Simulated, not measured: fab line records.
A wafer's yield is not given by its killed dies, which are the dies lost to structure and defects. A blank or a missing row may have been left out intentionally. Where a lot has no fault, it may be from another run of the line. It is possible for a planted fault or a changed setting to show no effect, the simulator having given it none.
Code-filled problem report in 8D (eight disciplines) form | flow nandHarc | the parts of the form that need people (team, actions taken, sign-off) are left out

== 1. WHAT WENT WRONG ==
throttleValvePct at NHARC_P_GATE_ETCH_32 reads a mean of 25.826 % on 2 wafers of 2 lots; wafers without a fault read 26.406 % with a standard deviation of 0.0094. That is -62 standard deviations from the usual mean.
The step: etches the open film in HBr/Cl2, target depth 150 nm, time 100.1 s.
Seen first at day 11 06:47 on rieSi-03, wafer L296.2. At this step, 33 wafers from 11 lots have a number in the record. Rule for "out" (also "out of limits"): further than 4 standard deviations from the usual mean. The other wafers with a number count as sound.

== 2. WHAT IT IS; WHAT IT IS NOT ==
question                    | is                           | is not
which readings at this step | throttleValvePct, mfcCl2Sccm | drypumpMotorCurrentA, oesProductAu
which lots                  | L296, L297                   | L283, L285, L286, L287, L289, L293, L302, L303, L304
which wafers of those lots  | L296.2, L297.4               | L296.1, L296.6, L297.2, L297.5
read on which tools         | rieSi-03                     | rieSi-01
when                        | from day 11 06:47            | up to then (20 sound wafers); but 11 sound wafers of L297, L302, L303, L304 came after

== 3. SUSPECTS, AND WHAT RULES EACH OUT ==
Counting: a tool at a process step up to the reading stays a suspect if it ran every lot that is out. Sound lots after the first of them don't rule it out here, since some wafers of a struck lot are sound.
- rieSi-04 at NHARC_P_STI_ETCH_15 (etches the open film in HBr/Cl2, target depth 300 nm, time 100.1 s): kept. It ran every lot that is out, first L296 (day 9 04:04); its last sound lot up to then is L289 (day 6 06:17).
- rieDiel-05 at NHARC_P_GATE_HM_OPEN_105 (chemistry O2/COS, target depth 360 nm): kept. It ran every lot that is out, first L296 (day 11 06:47). Because NHARC_P_GATE_HM_OPEN_105 lacks a start for some lots, the hours and order of its lots are taken from NHARC_P_GATE_ETCH_32.
- rieSi-03 at NHARC_P_GATE_ETCH_32 (etches the open film in HBr/Cl2, target depth 150 nm, time 100.1 s): kept. It ran every lot that is out, first L296 (day 11 06:47); its last sound lot up to then is L293 (day 10 00:02). Its own mfcCl2Sccm, throttleValvePct readings are out on those wafers.
- At NHARC_P_GATE_ETCH_32, inside rieSi-03: chamber 2 took the wafers that are out, while their sound lot-mates went through chambers 0, 1.
The count leaves rieSi-04 at NHARC_P_STI_ETCH_15, rieDiel-05 at NHARC_P_GATE_HM_OPEN_105, and rieSi-03 at NHARC_P_GATE_ETCH_32.

== 4. THE CAUSE (what the simulator had put in) ==
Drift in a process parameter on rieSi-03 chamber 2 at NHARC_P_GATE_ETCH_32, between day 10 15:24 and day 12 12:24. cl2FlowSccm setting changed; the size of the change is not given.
Of the 3 suspects that counting leaves, this tool is one.

== 5. THE EFFECT CHAIN, in route order ==
Rows list readings where the struck wafers' mean (over those with a number) sits beyond 3 standard deviations from the usual. Only readings whose record carries a usual standard deviation are examined. hours: median over the lots of the time between each lot's start at the first step of this table that gives one and its start at this step. sigmas: the change, counted in usual standard deviations.
hours | step                 | reading          | usual      | on struck wafers | change | sigmas
0     | NHARC_P_GATE_ETCH_32 | mfcCl2Sccm       | 50.00 sccm | 40.10            | -9.90  | -62
0     | NHARC_P_GATE_ETCH_32 | throttleValvePct | 26.406 %   | 25.826           | -0.580 | -62
Its process steps:
- NHARC_P_GATE_ETCH_32: etches the open film in HBr/Cl2, target depth 150 nm, time 100.1 s.

== 6. HOW IT WOULD HAVE BEEN CAUGHT EARLIER ==
The fault began at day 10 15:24; the first out-of-limits reading in this record came at day 11 06:47, 15 hours later.
